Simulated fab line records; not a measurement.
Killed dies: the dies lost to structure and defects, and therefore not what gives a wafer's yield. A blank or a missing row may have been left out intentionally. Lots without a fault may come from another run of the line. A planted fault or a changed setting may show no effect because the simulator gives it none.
fab line records :: flow nandHarc
[record]
  lots = 14
  wafers = 42
  lastDay = 33
route steps=1302 shown P_CONTACT@219 P_M0@253
lots with no fault: from the same line, run without faults
startH: hours from the record's opening day to when the first of the lot's shown wafers began :: waitH: hours elapsed since this lot's preceding step :: " as in the row above :: L1.1+2: several wafers, shown together as one row :: - no value, or no start given :: * or withheld: withheld :: < > ~ a bound
route shown NAME@n: NAME is a module with steps in the file, n the number in the route of the first one :: usual: mean/standard deviation of fault-free wafers :: same: alike in all rows :: chamber/n: place in a boat :: sites: each site's reading :: _std_site: standard deviation across them :: _edge_site: outer sites' mean less inner sites' :: radiusMm: for every site, how far away it sits from the centre of the wafer :: mask NAME#n: copy n :: behind: tool/chamber where the wafer was last shaped :: hold: cause of the lot's hold/its duration in hours/its outcome :: device: the n, p or np transistor that did not switch :: end of line: tests of these same wafers at the route's end :: a step without rows: its recipe alone :: killed: the dies lost at the first sort to structure and to defects; this is not the yield of the wafer :: map: dies across one wafer; x = killed, . = not, _ = none there
set.NAME: the setting as run; set.NAME@STEP: as run at that earlier step :: model.NAME: the simulator's own value behind a step, which no gauge read
route steps across a sampled set of lots; one table per step, one row per wafer
services: when a tool's chamber went out of use (startH, in hours from the record's first day, below 0 if earlier), for how many hours, and the reason
[[steps]]
[step NHARC_P_CONTACT_CMP_01]
[recipe]
  targetThkNm = 200
  material = SiO2
[usual]
  motorCurrentA = 11.7/1.2
lot.wafer: L495.1
tool: cmp-02
chamber: 3
startH: 130.91
waitH: -
motorCurrentA: 10.1

lot.wafer: L495.4
tool: cmp-02
chamber: 1
startH: 130.91
waitH: -
motorCurrentA: 10.9

lot.wafer: L495.5
tool: cmp-02
chamber: 3
startH: 130.91
waitH: -
motorCurrentA: 10.4

lot.wafer: L496.2
tool: cmp-04
chamber: 0
startH: 141.47
waitH: -
motorCurrentA: 10.1

lot.wafer: L496.5
tool: cmp-04
chamber: 0
startH: 141.47
waitH: -
motorCurrentA: 10.7

lot.wafer: L496.6
tool: cmp-04
chamber: 1
startH: 141.47
waitH: -
motorCurrentA: 10.7

lot.wafer: L498.2
tool: cmp-02
chamber: 0
startH: 162.85
waitH: -
motorCurrentA: 12.3

lot.wafer: L498.4
tool: cmp-02
chamber: 2
startH: 162.85
waitH: -
motorCurrentA: 11.2

lot.wafer: L498.5
tool: cmp-02
chamber: 1
startH: 162.85
waitH: -
motorCurrentA: 11.0

lot.wafer: L500.3
tool: cmp-02
chamber: 0
startH: 189.13
waitH: -
motorCurrentA: 12.6

lot.wafer: L500.2
tool: cmp-02
chamber: 1
startH: 189.13
waitH: -
motorCurrentA: 10.8

lot.wafer: L500.6
tool: cmp-02
chamber: 0
startH: 189.13
waitH: -
motorCurrentA: 12.6

lot.wafer: L501.3
tool: cmp-03
chamber: 2
startH: 211.54
waitH: -
motorCurrentA: 12.9

lot.wafer: L501.4
tool: cmp-03
chamber: 0
startH: 211.54
waitH: -
motorCurrentA: 11.7

lot.wafer: L501.2
tool: cmp-03
chamber: 1
startH: 211.54
waitH: -
motorCurrentA: 13.3

lot.wafer: L502.4
tool: cmp-03
chamber: 0
startH: 212.13
waitH: -
motorCurrentA: 11.7

lot.wafer: L502.2
tool: cmp-03
chamber: 1
startH: 212.13
waitH: -
motorCurrentA: 12.7

lot.wafer: L502.6
tool: cmp-03
chamber: 0
startH: 212.13
waitH: -
motorCurrentA: 12.0

lot.wafer: L503.3
tool: cmp-02
chamber: 3
startH: 212.84
waitH: -
motorCurrentA: 10.0

lot.wafer: L503.4
tool: cmp-02
chamber: 0
startH: 212.84
waitH: -
motorCurrentA: 12.6

lot.wafer: L503.5
tool: cmp-02
chamber: 3
startH: 212.84
waitH: -
motorCurrentA: 10.2

lot.wafer: L510.1
tool: cmp-04
chamber: 3
startH: 285.48
waitH: -
motorCurrentA: 11.9

lot.wafer: L510.4
tool: cmp-04
chamber: 0
startH: 285.48
waitH: -
motorCurrentA: 10.5

lot.wafer: L510.6
tool: cmp-04
chamber: 3
startH: 285.48
waitH: -
motorCurrentA: 12.4

lot.wafer: L512.1
tool: cmp-04
chamber: 0
startH: 301.47
waitH: -
motorCurrentA: 10.2

lot.wafer: L512.6
tool: cmp-04
chamber: 0
startH: 301.47
waitH: -
motorCurrentA: 9.5

lot.wafer: L512.5
tool: cmp-04
chamber: 1
startH: 301.47
waitH: -
motorCurrentA: 11.2

lot.wafer: L511.4
tool: cmp-03
chamber: 1
startH: 301.86
waitH: -
motorCurrentA: 14.0

lot.wafer: L511.5
tool: cmp-03
chamber: 1
startH: 301.86
waitH: -
motorCurrentA: 13.0

lot.wafer: L511.6
tool: cmp-03
chamber: 2
startH: 301.86
waitH: -
motorCurrentA: 12.6

lot.wafer: L513.1
tool: cmp-04
chamber: 3
startH: 322.05
waitH: -
motorCurrentA: 11.8

lot.wafer: L513.4
tool: cmp-04
chamber: 1
startH: 322.05
waitH: -
motorCurrentA: 10.8

lot.wafer: L513.5
tool: cmp-04
chamber: 2
startH: 322.05
waitH: -
motorCurrentA: 14.0

lot.wafer: L514.2
tool: cmp-03
chamber: 1
startH: 332.35
waitH: -
motorCurrentA: 14.0

lot.wafer: L514.1
tool: cmp-03
chamber: 2
startH: 332.35
waitH: -
motorCurrentA: 13.4

lot.wafer: L514.4
tool: cmp-03
chamber: 3
startH: 332.35
waitH: -
motorCurrentA: 13.0

lot.wafer: L516.2
tool: cmp-03
chamber: 0
startH: 347.03
waitH: -
motorCurrentA: 11.7

lot.wafer: L516.6
tool: cmp-03
chamber: 0
startH: 347.03
waitH: -
motorCurrentA: 12.3

lot.wafer: L516.5
tool: cmp-03
chamber: 1
startH: 347.03
waitH: -
motorCurrentA: 13.7

lot.wafer: L515.2
tool: cmp-04
chamber: 1
startH: 347.83
waitH: -
motorCurrentA: 10.8

lot.wafer: L515.4
tool: cmp-04
chamber: 3
startH: 347.83
waitH: -
motorCurrentA: 12.0

lot.wafer: L515.6
tool: cmp-04
chamber: 0
startH: 347.83
waitH: -
motorCurrentA: 9.9
[step NHARC_P_CONTACT_OVL_MEAS_13]
[usual]
  overlayXNm = 0.3/0.89
  overlayYNm = 0.0/0.97
lot.wafer: L495.1
tool: overlay-02
chamber: -
startH: 131.70
waitH: -
overlayXNm: 0.1
overlayYNm: 1.0

lot.wafer: L495.4
tool: overlay-02
chamber: -
startH: 131.70
waitH: -
overlayXNm: -0.3
overlayYNm: 0.4

lot.wafer: L495.5
tool: overlay-02
chamber: -
startH: 131.70
waitH: -
overlayXNm: 0.3
overlayYNm: 1.1

lot.wafer: L496.2
tool: overlay-01
chamber: -
startH: 142.27
waitH: -
overlayXNm: 0.3
overlayYNm: 0.6

lot.wafer: L496.5
tool: overlay-01
chamber: -
startH: 142.27
waitH: -
overlayXNm: 0.8
overlayYNm: 0.6

lot.wafer: L496.6
tool: overlay-01
chamber: -
startH: 142.27
waitH: -
overlayXNm: 0.6
overlayYNm: 1.3

lot.wafer: L498.2
tool: overlay-01
chamber: -
startH: 163.77
waitH: -
overlayXNm: 1.3
overlayYNm: 0.5

lot.wafer: L498.4
tool: overlay-01
chamber: -
startH: 163.77
waitH: -
overlayXNm: 0.9
overlayYNm: 0.3

lot.wafer: L498.5
tool: overlay-01
chamber: -
startH: 163.77
waitH: -
overlayXNm: 1.4
overlayYNm: 0.0

lot.wafer: L500.2
tool: overlay-02
chamber: -
startH: 190.05
waitH: -
overlayXNm: -1.6
overlayYNm: 0.8

lot.wafer: L500.3
tool: overlay-02
chamber: -
startH: 190.05
waitH: -
overlayXNm: -1.7
overlayYNm: 0.3

lot.wafer: L500.6
tool: overlay-02
chamber: -
startH: 190.05
waitH: -
overlayXNm: -2.0
overlayYNm: 0.8

lot.wafer: L501.2
tool: overlay-02
chamber: -
startH: 212.33
waitH: -
overlayXNm: 2.0
overlayYNm: 0.6

lot.wafer: L501.3
tool: overlay-02
chamber: -
startH: 212.33
waitH: -
overlayXNm: 1.7
overlayYNm: 0.1

lot.wafer: L501.4
tool: overlay-02
chamber: -
startH: 212.33
waitH: -
overlayXNm: 1.3
overlayYNm: 0.1

lot.wafer: L502.2
tool: overlay-01
chamber: -
startH: 213.05
waitH: -
overlayXNm: 0.0
overlayYNm: 0.8

lot.wafer: L502.4
tool: overlay-01
chamber: -
startH: 213.05
waitH: -
overlayXNm: 0.8
overlayYNm: 0.1

lot.wafer: L502.6
tool: overlay-01
chamber: -
startH: 213.05
waitH: -
overlayXNm: 0.3
overlayYNm: 1.0

lot.wafer: L503.3
tool: overlay-02
chamber: -
startH: 213.73
waitH: -
overlayXNm: 0.9
overlayYNm: -0.1

lot.wafer: L503.4
tool: overlay-02
chamber: -
startH: 213.73
waitH: -
overlayXNm: 1.1
overlayYNm: -0.5

lot.wafer: L503.5
tool: overlay-02
chamber: -
startH: 213.73
waitH: -
overlayXNm: 0.8
overlayYNm: -0.5

lot.wafer: L510.1
tool: overlay-02
chamber: -
startH: 286.39
waitH: -
overlayXNm: -0.3
overlayYNm: 0.3

lot.wafer: L510.4
tool: overlay-02
chamber: -
startH: 286.39
waitH: -
overlayXNm: -1.0
overlayYNm: 0.2

lot.wafer: L510.6
tool: overlay-02
chamber: -
startH: 286.39
waitH: -
overlayXNm: -0.5
overlayYNm: 0.1

lot.wafer: L512.1
tool: overlay-01
chamber: -
startH: 302.39
waitH: -
overlayXNm: 0.5
overlayYNm: 1.2

lot.wafer: L512.5
tool: overlay-01
chamber: -
startH: 302.39
waitH: -
overlayXNm: 0.0
overlayYNm: 1.2

lot.wafer: L512.6
tool: overlay-01
chamber: -
startH: 302.39
waitH: -
overlayXNm: 0.3
overlayYNm: 1.4

lot.wafer: L511.4
tool: overlay-02
chamber: -
startH: 302.78
waitH: -
overlayXNm: 1.1
overlayYNm: -0.3

lot.wafer: L511.5
tool: overlay-02
chamber: -
startH: 302.78
waitH: -
overlayXNm: 1.4
overlayYNm: 0.3

lot.wafer: L511.6
tool: overlay-02
chamber: -
startH: 302.78
waitH: -
overlayXNm: 0.5
overlayYNm: -0.7

lot.wafer: L513.1
tool: overlay-01
chamber: -
startH: 322.94
waitH: -
overlayXNm: -0.5
overlayYNm: -1.5

lot.wafer: L513.4
tool: overlay-01
chamber: -
startH: 322.94
waitH: -
overlayXNm: -0.5
overlayYNm: -1.1

lot.wafer: L513.5
tool: overlay-01
chamber: -
startH: 322.94
waitH: -
overlayXNm: -0.5
overlayYNm: -1.3

lot.wafer: L514.1
tool: overlay-01
chamber: -
startH: 333.24
waitH: -
overlayXNm: 0.2
overlayYNm: -0.8

lot.wafer: L514.2
tool: overlay-01
chamber: -
startH: 333.24
waitH: -
overlayXNm: 0.2
overlayYNm: -0.5

lot.wafer: L514.4
tool: overlay-01
chamber: -
startH: 333.24
waitH: -
overlayXNm: 0.2
overlayYNm: 0.1

lot.wafer: L516.2
tool: overlay-01
chamber: -
startH: 347.95
waitH: -
overlayXNm: 2.3
overlayYNm: -1.2

lot.wafer: L516.5
tool: overlay-01
chamber: -
startH: 347.95
waitH: -
overlayXNm: 2.3
overlayYNm: -1.1

lot.wafer: L516.6
tool: overlay-01
chamber: -
startH: 347.95
waitH: -
overlayXNm: 2.2
overlayYNm: -0.9

lot.wafer: L515.2
tool: overlay-01
chamber: -
startH: 348.73
waitH: -
overlayXNm: -0.2
overlayYNm: 0.3

lot.wafer: L515.4
tool: overlay-01
chamber: -
startH: 348.73
waitH: -
overlayXNm: 0.2
overlayYNm: -0.2

lot.wafer: L515.6
tool: overlay-01
chamber: -
startH: 348.73
waitH: -
overlayXNm: -0.2
overlayYNm: -0.1
[step NHARC_P_CONTACT_INSPECT_27]
[usual]
  rawDefectCount = 287/120
lot.wafer: L495.1
tool: defectInspect-01
chamber: -
startH: 135.34
waitH: 0.1
rawDefectCount: 310

lot.wafer: L495.4
tool: defectInspect-01
chamber: -
startH: 135.34
waitH: 0.1
rawDefectCount: 239

lot.wafer: L495.5
tool: defectInspect-01
chamber: -
startH: 135.34
waitH: 0.1
rawDefectCount: 348

lot.wafer: L496.2
tool: defectInspect-01
chamber: -
startH: 145.43
waitH: 0.1
rawDefectCount: 400

lot.wafer: L496.5
tool: defectInspect-01
chamber: -
startH: 145.43
waitH: 0.1
rawDefectCount: 371

lot.wafer: L496.6
tool: defectInspect-01
chamber: -
startH: 145.43
waitH: 0.1
rawDefectCount: 674

lot.wafer: L498.2
tool: defectInspect-02
chamber: -
startH: 166.95
waitH: 0.1
rawDefectCount: 367

lot.wafer: L498.4
tool: defectInspect-02
chamber: -
startH: 166.95
waitH: 0.1
rawDefectCount: 144

lot.wafer: L498.5
tool: defectInspect-02
chamber: -
startH: 166.95
waitH: 0.1
rawDefectCount: 182

lot.wafer: L500.2
tool: defectInspect-01
chamber: -
startH: 193.22
waitH: 0.1
rawDefectCount: 252

lot.wafer: L500.3
tool: defectInspect-01
chamber: -
startH: 193.22
waitH: 0.1
rawDefectCount: 195

lot.wafer: L500.6
tool: defectInspect-01
chamber: -
startH: 193.22
waitH: 0.1
rawDefectCount: 267

lot.wafer: L501.2
tool: defectInspect-01
chamber: -
startH: 216.17
waitH: 0.1
rawDefectCount: 291

lot.wafer: L501.3
tool: defectInspect-01
chamber: -
startH: 216.17
waitH: 0.1
rawDefectCount: 344

lot.wafer: L501.4
tool: defectInspect-01
chamber: -
startH: 216.17
waitH: 0.1
rawDefectCount: 426

lot.wafer: L502.2
tool: defectInspect-01
chamber: -
startH: 216.37
waitH: 0.1
rawDefectCount: 571

lot.wafer: L502.4
tool: defectInspect-01
chamber: -
startH: 216.37
waitH: 0.1
rawDefectCount: 353

lot.wafer: L502.6
tool: defectInspect-01
chamber: -
startH: 216.37
waitH: 0.1
rawDefectCount: 313

lot.wafer: L503.3
tool: defectInspect-02
chamber: -
startH: 217.64
waitH: 0.1
rawDefectCount: 240

lot.wafer: L503.4
tool: defectInspect-02
chamber: -
startH: 217.64
waitH: 0.1
rawDefectCount: 320

lot.wafer: L503.5
tool: defectInspect-02
chamber: -
startH: 217.64
waitH: 0.1
rawDefectCount: 262

lot.wafer: L510.1
tool: defectInspect-02
chamber: -
startH: 289.61
waitH: 0.1
rawDefectCount: 320

lot.wafer: L510.4
tool: defectInspect-02
chamber: -
startH: 289.61
waitH: 0.1
rawDefectCount: 131

lot.wafer: L510.6
tool: defectInspect-02
chamber: -
startH: 289.61
waitH: 0.1
rawDefectCount: 187

lot.wafer: L512.1
tool: defectInspect-01
chamber: -
startH: 305.55
waitH: 0.1
rawDefectCount: 292

lot.wafer: L512.5
tool: defectInspect-01
chamber: -
startH: 305.55
waitH: 0.1
rawDefectCount: 316

lot.wafer: L512.6
tool: defectInspect-01
chamber: -
startH: 305.55
waitH: 0.1
rawDefectCount: 415

lot.wafer: L511.4
tool: defectInspect-02
chamber: -
startH: 305.96
waitH: 0.1
rawDefectCount: 236

lot.wafer: L511.5
tool: defectInspect-02
chamber: -
startH: 305.96
waitH: 0.1
rawDefectCount: 190

lot.wafer: L511.6
tool: defectInspect-02
chamber: -
startH: 305.96
waitH: 0.1
rawDefectCount: 270

lot.wafer: L513.1
tool: defectInspect-01
chamber: -
startH: 326.13
waitH: 0.1
rawDefectCount: 239

lot.wafer: L513.4
tool: defectInspect-01
chamber: -
startH: 326.13
waitH: 0.1
rawDefectCount: 280

lot.wafer: L513.5
tool: defectInspect-01
chamber: -
startH: 326.13
waitH: 0.1
rawDefectCount: 219

lot.wafer: L514.1
tool: defectInspect-01
chamber: -
startH: 336.56
waitH: 0.1
rawDefectCount: 258

lot.wafer: L514.2
tool: defectInspect-01
chamber: -
startH: 336.56
waitH: 0.1
rawDefectCount: 253

lot.wafer: L514.4
tool: defectInspect-01
chamber: -
startH: 336.56
waitH: 0.1
rawDefectCount: 451

lot.wafer: L516.2
tool: defectInspect-01
chamber: -
startH: 351.17
waitH: 0.1
rawDefectCount: 130

lot.wafer: L516.5
tool: defectInspect-01
chamber: -
startH: 351.17
waitH: 0.1
rawDefectCount: 211

lot.wafer: L516.6
tool: defectInspect-01
chamber: -
startH: 351.17
waitH: 0.1
rawDefectCount: 266

lot.wafer: L515.2
tool: defectInspect-01
chamber: -
startH: 351.90
waitH: 0.1
rawDefectCount: 246

lot.wafer: L515.4
tool: defectInspect-01
chamber: -
startH: 351.90
waitH: 0.1
rawDefectCount: 247

lot.wafer: L515.6
tool: defectInspect-01
chamber: -
startH: 351.90
waitH: 0.1
rawDefectCount: 235
[step NHARC_P_M0_DEP_00]
[recipe]
  targetThkA = 1500
  targetThkNm = 150
  tempC = withheld
  pressureTorr = 5
  flowSccm = 200
  rfW = 600
  material = SiOC
[usual]
  chamberPressureTorr = 5.001/0.011
  rfFwdPowerW = 598.7/1.9
lot.wafer: L495.1
tool: pecvd-03
chamber: 2
startH: 135.46
waitH: 0.1
chamberPressureTorr: 4.998
rfFwdPowerW: 598.9

lot.wafer: L495.4
tool: pecvd-03
chamber: 2
startH: 135.46
waitH: 0.1
chamberPressureTorr: 4.988
rfFwdPowerW: 599.0

lot.wafer: L495.5
tool: pecvd-03
chamber: 0
startH: 135.46
waitH: 0.1
chamberPressureTorr: 5.009
rfFwdPowerW: 598.0

lot.wafer: L496.2
tool: pecvd-01
chamber: 2
startH: 145.54
waitH: 0.1
chamberPressureTorr: 5.010
rfFwdPowerW: 600.6

lot.wafer: L496.5
tool: pecvd-01
chamber: 1
startH: 145.54
waitH: 0.1
chamberPressureTorr: 5.008
rfFwdPowerW: 600.4

lot.wafer: L496.6
tool: pecvd-01
chamber: 2
startH: 145.54
waitH: 0.1
chamberPressureTorr: 4.980
rfFwdPowerW: 601.1

lot.wafer: L498.2
tool: pecvd-02
chamber: 2
startH: 167.01
waitH: 0.1
chamberPressureTorr: 5.016
rfFwdPowerW: 599.8

lot.wafer: L498.5
tool: pecvd-02
chamber: 2
startH: 167.01
waitH: 0.1
chamberPressureTorr: 4.995
rfFwdPowerW: 599.3

lot.wafer: L498.4
tool: pecvd-02
chamber: 1
startH: 167.01
waitH: 0.1
chamberPressureTorr: 5.002
rfFwdPowerW: 600.3

lot.wafer: L500.3
tool: pecvd-01
chamber: 2
startH: 193.33
waitH: 0.1
chamberPressureTorr: 5.000
rfFwdPowerW: 600.7

lot.wafer: L500.2
tool: pecvd-01
chamber: 0
startH: 193.33
waitH: 0.1
chamberPressureTorr: 4.999
rfFwdPowerW: 599.9

lot.wafer: L500.6
tool: pecvd-01
chamber: 2
startH: 193.33
waitH: 0.1
chamberPressureTorr: 5.001
rfFwdPowerW: 603.6

lot.wafer: L501.3
tool: pecvd-02
chamber: 0
startH: 216.24
waitH: 0.1
chamberPressureTorr: 5.031
rfFwdPowerW: 598.4

lot.wafer: L501.2
tool: pecvd-02
chamber: 1
startH: 216.24
waitH: 0.1
chamberPressureTorr: 5.000
rfFwdPowerW: 600.6

lot.wafer: L501.4
tool: pecvd-02
chamber: 2
startH: 216.24
waitH: 0.1
chamberPressureTorr: 5.000
rfFwdPowerW: 597.1

lot.wafer: L502.2
tool: pecvd-03
chamber: 1
startH: 216.43
waitH: 0.1
chamberPressureTorr: 4.993
rfFwdPowerW: 600.2

lot.wafer: L502.6
tool: pecvd-03
chamber: 1
startH: 216.43
waitH: 0.1
chamberPressureTorr: 4.996
rfFwdPowerW: 600.5

lot.wafer: L502.4
tool: pecvd-03
chamber: 0
startH: 216.43
waitH: 0.1
chamberPressureTorr: 5.005
rfFwdPowerW: 600.1

lot.wafer: L503.3
tool: pecvd-01
chamber: 0
startH: 217.75
waitH: 0.1
chamberPressureTorr: 5.008
rfFwdPowerW: 598.0

lot.wafer: L503.4
tool: pecvd-01
chamber: 2
startH: 217.75
waitH: 0.1
chamberPressureTorr: 4.977
rfFwdPowerW: 601.2

lot.wafer: L503.5
tool: pecvd-01
chamber: 1
startH: 217.75
waitH: 0.1
chamberPressureTorr: 5.006
rfFwdPowerW: 598.0

lot.wafer: L510.1
tool: pecvd-01
chamber: 1
startH: 289.68
waitH: 0.1
chamberPressureTorr: -
rfFwdPowerW: -

lot.wafer: L510.4
tool: pecvd-01
chamber: 1
startH: 289.68
waitH: 0.1
chamberPressureTorr: -
rfFwdPowerW: -

lot.wafer: L510.6
tool: pecvd-01
chamber: 2
startH: 289.68
waitH: 0.1
chamberPressureTorr: -
rfFwdPowerW: -

lot.wafer: L512.1
tool: pecvd-03
chamber: 0
startH: 305.66
waitH: 0.1
chamberPressureTorr: -
rfFwdPowerW: -

lot.wafer: L512.6
tool: pecvd-03
chamber: 0
startH: 305.66
waitH: 0.1
chamberPressureTorr: -
rfFwdPowerW: -

lot.wafer: L512.5
tool: pecvd-03
chamber: 1
startH: 305.66
waitH: 0.1
chamberPressureTorr: -
rfFwdPowerW: -

lot.wafer: L511.4
tool: pecvd-02
chamber: 1
startH: 306.16
waitH: 0.2
chamberPressureTorr: 5.002
rfFwdPowerW: 597.0

lot.wafer: L511.6
tool: pecvd-02
chamber: 2
startH: 306.16
waitH: 0.2
chamberPressureTorr: 4.990
rfFwdPowerW: 596.3

lot.wafer: L511.5
tool: pecvd-02
chamber: 0
startH: 306.16
waitH: 0.2
chamberPressureTorr: 5.010
rfFwdPowerW: 598.6

lot.wafer: L513.1
tool: pecvd-01
chamber: 1
startH: 326.20
waitH: 0.1
chamberPressureTorr: 5.012
rfFwdPowerW: 599.9

lot.wafer: L513.5
tool: pecvd-01
chamber: 1
startH: 326.20
waitH: 0.1
chamberPressureTorr: 4.989
rfFwdPowerW: 600.7

lot.wafer: L513.4
tool: pecvd-01
chamber: 0
startH: 326.20
waitH: 0.1
chamberPressureTorr: 5.022
rfFwdPowerW: 600.8

lot.wafer: L514.1
tool: pecvd-02
chamber: 0
startH: 336.68
waitH: 0.1
chamberPressureTorr: 4.984
rfFwdPowerW: 596.2

lot.wafer: L514.2
tool: pecvd-02
chamber: 1
startH: 336.68
waitH: 0.1
chamberPressureTorr: 4.986
rfFwdPowerW: 598.4

lot.wafer: L514.4
tool: pecvd-02
chamber: 1
startH: 336.68
waitH: 0.1
chamberPressureTorr: 4.984
rfFwdPowerW: 597.0

lot.wafer: L516.2
tool: pecvd-01
chamber: 1
startH: 351.33
waitH: 0.2
chamberPressureTorr: 5.017
rfFwdPowerW: 595.8

lot.wafer: L516.5
tool: pecvd-01
chamber: 2
startH: 351.33
waitH: 0.2
chamberPressureTorr: 5.013
rfFwdPowerW: 598.6

lot.wafer: L516.6
tool: pecvd-01
chamber: 0
startH: 351.33
waitH: 0.2
chamberPressureTorr: 4.995
rfFwdPowerW: 602.0

lot.wafer: L515.2
tool: pecvd-03
chamber: 0
startH: 352.06
waitH: 0.2
chamberPressureTorr: 4.997
rfFwdPowerW: 597.9

lot.wafer: L515.4
tool: pecvd-03
chamber: 2
startH: 352.06
waitH: 0.2
chamberPressureTorr: 5.015
rfFwdPowerW: 600.8

lot.wafer: L515.6
tool: pecvd-03
chamber: 0
startH: 352.06
waitH: 0.2
chamberPressureTorr: 4.997
rfFwdPowerW: 599.4
[[services]]
tool: cmp-04
chamber: -
startH: 111.00
hours: 4.0
kind: pm

tool: pecvd-01
chamber: -
startH: 130.68
hours: 13.0
kind: pm

tool: cmp-02
chamber: -
startH: 131.62
hours: 3.0
kind: repair

tool: cmp-02
chamber: -
startH: 134.67
hours: 4.0
kind: pm

tool: cmp-03
chamber: -
startH: 162.04
hours: 4.0
kind: pm

tool: pecvd-02
chamber: 0
startH: 162.36
hours: 1.8
kind: repair

tool: cmp-02
chamber: -
startH: 167.19
hours: 2.0
kind: repair

tool: pecvd-03
chamber: -
startH: 185.16
hours: 13.0
kind: pm

tool: cmp-02
chamber: -
startH: 190.03
hours: 1.0
kind: repair

tool: cmp-02
chamber: -
startH: 204.19
hours: 0.5
kind: repair

tool: cmp-04
chamber: -
startH: 208.29
hours: 1.9
kind: repair

tool: cmp-04
chamber: -
startH: 210.20
hours: 4.0
kind: pm

tool: pecvd-03
chamber: -
startH: 210.62
hours: 0.6
kind: repair

tool: pecvd-02
chamber: -
startH: 227.33
hours: 13.0
kind: pm

tool: cmp-02
chamber: -
startH: 232.80
hours: 4.0
kind: pm

tool: cmp-03
chamber: -
startH: 260.04
hours: 4.0
kind: pm

tool: cmp-04
chamber: -
startH: 273.12
hours: 8.9
kind: repair

tool: cmp-03
chamber: -
startH: 277.37
hours: 11.5
kind: repair

tool: cmp-04
chamber: -
startH: 298.91
hours: 2.1
kind: repair

tool: pecvd-01
chamber: -
startH: 299.92
hours: 0.8
kind: repair

tool: cmp-03
chamber: -
startH: 300.64
hours: 0.8
kind: repair

tool: cmp-04
chamber: -
startH: 308.20
hours: 4.0
kind: pm

tool: pecvd-01
chamber: -
startH: 311.68
hours: 13.0
kind: pm

tool: cmp-04
chamber: -
startH: 331.37
hours: 2.2
kind: repair
[[key]]
[firstSign]
  step = NHARC_P_M0_DEP_00
  reading = toolRecord
  direction = missing
effect none on later readings
metAt NHARC_P_M0_DEP_00
struckLots L510,L512
laterRowsLeftOut L510.1,L510.4,L510.6,L512.1,L512.5,L512.6
sortLeftOut L510.1,L510.4,L510.6,L512.1,L512.5,L512.6
[loopTrim]
  step = NHARC_P_CONTACT_EXPOSE_09
  setting = dose
  lots = L512
notActingAt NHARC_P_CONTACT_CMP_01,NHARC_P_CONTACT_OVL_MEAS_13,NHARC_P_CONTACT_INSPECT_27
onsetBetween 217.75 289.68
[fault]
  kind = skippedStepWhole
  tool = pecvd-01,pecvd-03
  chamber = -
  onsetH = 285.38
  steps = NHARC_P_M0_DEP_00
  scope = struckLotsOnly
// sortLeftOut: the simulated sort isn't trusted on such a fault, so these wafers' sort isn't shown, and their yield isn't known
// laterRowsLeftOut: the simulator's readings of these wafers behind a module that went badly wrong aren't trusted and aren't shown, but for the sort
// loopTrim: a control loop set the setting to another value than it would have without faults
